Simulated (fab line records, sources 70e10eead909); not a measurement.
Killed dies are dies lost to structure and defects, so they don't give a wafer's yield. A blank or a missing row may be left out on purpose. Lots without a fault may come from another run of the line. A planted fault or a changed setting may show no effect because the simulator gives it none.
Which tool did it? | flow nand_harc | 13 lots, 39 wafers sampled, at 6 steps of a route of 1302

WHAT THE GAUGES READ, wafer by wafer
NHARC_P_M0_CD_MEAS_16.
lot  | measured     | on        | cd_nm (nm)
L432 | day 6 10:10  | cd_sem-02 | 92.2 91.9 91.5
L431 | day 6 10:55  | cd_sem-03 | 90.6 90.7 90.7
L433 | day 6 23:54  | cd_sem-03 | 88.3 89.1 89.1
L437 | day 8 15:28  | cd_sem-01 | 88.7 89.9 88.2
L438 | day 8 19:51  | cd_sem-01 | 91.6 91.1 91.7
L443 | day 11 11:34 | cd_sem-01 | 89.0 89.2 89.3
L445 | day 12 04:19 | cd_sem-01 | 89.4 87.9 87.9
L448 | day 13 14:21 | cd_sem-02 | 88.4 89.5 90.6
L449 | day 13 23:01 | cd_sem-01 | 88.6 88.2 89.9
L451 | day 14 09:22 | cd_sem-01 | 89.0 87.9 89.5
L452 | day 14 21:02 | cd_sem-02 | 89.4 89.1 91.4
L453 | day 15 06:35 | cd_sem-01 | 89.8 90.3 89.6
L454 | day 15 11:29 | cd_sem-01 | 92.0 93.2 91.7

NHARC_P_M1_CD_MEAS_09: target cd 130 nm.
lot  | measured     | on        | cd_nm (nm)
L432 | day 6 13:43  | cd_sem-02 | 131.0 130.2 128.9
L431 | day 6 14:32  | cd_sem-01 | 131.2 130.3 132.1
L433 | day 7 03:28  | cd_sem-01 | 130.7 131.8 130.4
L437 | day 8 19:10  | cd_sem-01 | 129.9 131.1 129.5
L438 | day 8 23:24  | cd_sem-02 | 128.9 129.6 130.3
L443 | day 11 15:07 | cd_sem-03 | 121.5 121.6 122.5
L445 | day 12 07:55 | cd_sem-02 | 122.7 121.2 122.2
L448 | day 13 17:52 | cd_sem-03 | 130.6 129.7 130.0
L449 | day 14 02:37 | cd_sem-03 | 130.1 131.0 130.4
L451 | day 14 13:03 | cd_sem-01 | 130.8 130.2 130.0
L452 | day 15 00:37 | cd_sem-03 | 131.7 128.9 131.3
L453 | day 15 10:11 | cd_sem-03 | 129.7 128.6 128.1
L454 | day 15 15:04 | cd_sem-01 | 130.2 130.3 130.3

NHARC_END_SORT_01.
lot  | measured     | on        | defect_limited_yield (%) | killed_at_array | killed_at_other | killed_at_periphery | killed_dies | killed_open | killed_short
L443 | day 29 12:00 | prober-02 | 92.5 91.0 92.2           | 49 60 51        | 0 0 0           | 2 1 2               | 51 61 53    | 5 5 3       | 3 4 2
L445 | day 30 09:02 | prober-02 | 90.3 92.3 90.0           | 60 47 61        | 0 0 2           | 6 5 5               | 66 52 68    | 5 4 2       | 3 2 2

WHICH TOOL RAN EACH LOT (tool, then ch and the chambers of the sampled wafers, then the start)
lot  | NHARC_P_M0_PVD_20                       | NHARC_P_M1_PEB_07                 | NHARC_P_M1_ETCH_15
L432 | pvd_sputter-02, day 6 13:38 or earlier  | litho_track-04 ch 0, day 6 13:38  | rie_diel-12 ch 0,1,2, no start
L431 | pvd_sputter-03, day 6 14:27 or earlier  | litho_track-04 ch 0, day 6 14:27  | rie_diel-12 ch 2,3, no start
L433 | pvd_sputter-02, day 7 03:23 or earlier  | litho_track-06 ch 0, day 7 03:23  | rie_diel-03 ch 1,2,3, no start
L437 | pvd_sputter-03, day 8 19:05 or earlier  | litho_track-04 ch 0, day 8 19:05  | rie_diel-12 ch 1,2,3, no start
L438 | pvd_sputter-03, day 8 23:19 or earlier  | litho_track-06 ch 0, day 8 23:19  | rie_diel-03 ch 0,1,2, no start
L443 | pvd_sputter-01, day 11 15:02 or earlier | litho_track-06 ch 0, day 11 15:02 | rie_diel-03 ch 0,1, day 29 12:00 or earlier
L445 | pvd_sputter-01, day 12 07:50 or earlier | litho_track-06 ch 0, day 12 07:50 | rie_diel-03 ch 0,1,2, day 30 09:02 or earlier
L448 | pvd_sputter-03, day 13 17:47 or earlier | litho_track-01 ch 0, day 13 17:47 | rie_diel-06 ch 0,1,2, no start
L449 | pvd_sputter-01, day 14 02:32 or earlier | litho_track-01 ch 0, day 14 02:32 | rie_diel-12 ch 1,2,3, no start
L451 | pvd_sputter-02, day 14 12:58 or earlier | litho_track-01 ch 0, day 14 12:58 | rie_diel-06 ch 0,1,2, no start
L452 | pvd_sputter-01, day 15 00:31 or earlier | litho_track-04 ch 0, day 15 00:31 | rie_diel-06 ch 1,2, no start
L453 | pvd_sputter-02, day 15 10:06 or earlier | litho_track-06 ch 0, day 15 10:06 | rie_diel-03 ch 1,2, no start
L454 | pvd_sputter-01, day 15 14:59 or earlier | litho_track-06 ch 0, day 15 14:59 | rie_diel-03 ch 0,3, no start
- NHARC_P_M0_PVD_20: deposits TaN, target thk 5 nm, time 8.06 s.
- NHARC_P_M1_PEB_07: peb time 65 s.
- NHARC_P_M1_ETCH_15: etches the open film in C4F8/Ar, target depth 182.5 nm, time 91.2 s.

WHAT THE TOOLS THEMSELVES READ (means of the sampled wafers that have a number; where no wafer has one, the mark that the record gives instead)
NHARC_P_M0_PVD_20.
lot  | tool           | throttle_valve_pct (%)
L432 | pvd_sputter-02 | 29.7
L431 | pvd_sputter-03 | 30.2
L433 | pvd_sputter-02 | 29.1
L437 | pvd_sputter-03 | 30.7
L438 | pvd_sputter-03 | 30.5
L443 | pvd_sputter-01 | 30.7
L445 | pvd_sputter-01 | 30.6
L448 | pvd_sputter-03 | 30.3
L449 | pvd_sputter-01 | 30.8
L451 | pvd_sputter-02 | 29.8
L452 | pvd_sputter-01 | 30.9
L453 | pvd_sputter-02 | 30.4
L454 | pvd_sputter-01 | 31.1

NHARC_P_M1_PEB_07.
lot  | tool           | heater_power_total_W (W)
L432 | litho_track-04 | 156.6
L431 | litho_track-04 | 156.5
L433 | litho_track-06 | 156.4
L437 | litho_track-04 | 156.7
L438 | litho_track-06 | 156.8
L443 | litho_track-06 | 176.2
L445 | litho_track-06 | 175.9
L448 | litho_track-01 | 156.7
L449 | litho_track-01 | 156.2
L451 | litho_track-01 | 156.9
L452 | litho_track-04 | 156.4
L453 | litho_track-06 | 157.0
L454 | litho_track-06 | 157.0

NHARC_P_M1_ETCH_15.
lot  | tool        | bias_w (W) | oes_product_au (a.u.) | rf_vpp_V (V)
L432 | rie_diel-12 | 299.9      | 0.962                 | 440.8
L431 | rie_diel-12 | 299.5      | 0.971                 | 441.7
L433 | rie_diel-03 | 300.2      | 0.950                 | 442.8
L437 | rie_diel-12 | 300.0      | 0.975                 | 438.2
L438 | rie_diel-03 | 299.2      | 0.923                 | 442.7
L443 | rie_diel-03 | 300.1      | 0.975                 | 442.7
L445 | rie_diel-03 | 300.0      | 0.930                 | 442.5
L448 | rie_diel-06 | 300.5      | 0.920                 | 441.5
L449 | rie_diel-12 | 300.4      | 0.980                 | 441.5
L451 | rie_diel-06 | 299.6      | 0.961                 | 440.7
L452 | rie_diel-06 | 300.6      | 0.970                 | 442.0
L453 | rie_diel-03 | 299.9      | 0.955                 | 441.4
L454 | rie_diel-03 | 298.9      | 0.958                 | 443.3

THE ANSWER, worked out from the rows above alone
Rule: what is usual is taken from the lots themselves. Put in order of their means at a reading, lots are off if they are a third of the lots or fewer, leave a main group of 4 or more, and stand apart from it by a gap of 3 or more times the standard deviation of the main group's means; of several such gaps the widest counts. A main group whose means are all the same, to the digits that the tables above print for the reading, isn't used. A lot without any number at a reading at which 4 lots or more have one is off too. The other lots that the step has rows for count as sound. The gauges are gone through in route order, then the tools' own readings, and for those a lot's mean is taken as printed above. The first step at which some lot is off is used, and at that step the reading that is off furthest; a lot without a number counts as furthest.
Off: L443, L445, at NHARC_P_M1_CD_MEAS_09 (cd_nm). The main group: mean 130.2 nm, standard deviation 0.62.
A tool fits if, at a process step before that reading, it ran every lot that is off, and no sound lot after the first of them. The gauges at NHARC_P_M1_CD_MEAS_09 aren't tried: what is off there is off at NHARC_P_M1_PEB_07 too, on other tools, and a gauge's error can't cause that. NHARC_P_M0_PVD_20 gives no start for some lots, so the hours and the order of its lots are those of NHARC_P_M1_PEB_07. None of those tried fits.

WHAT THE SIMULATOR HAD PUT IN
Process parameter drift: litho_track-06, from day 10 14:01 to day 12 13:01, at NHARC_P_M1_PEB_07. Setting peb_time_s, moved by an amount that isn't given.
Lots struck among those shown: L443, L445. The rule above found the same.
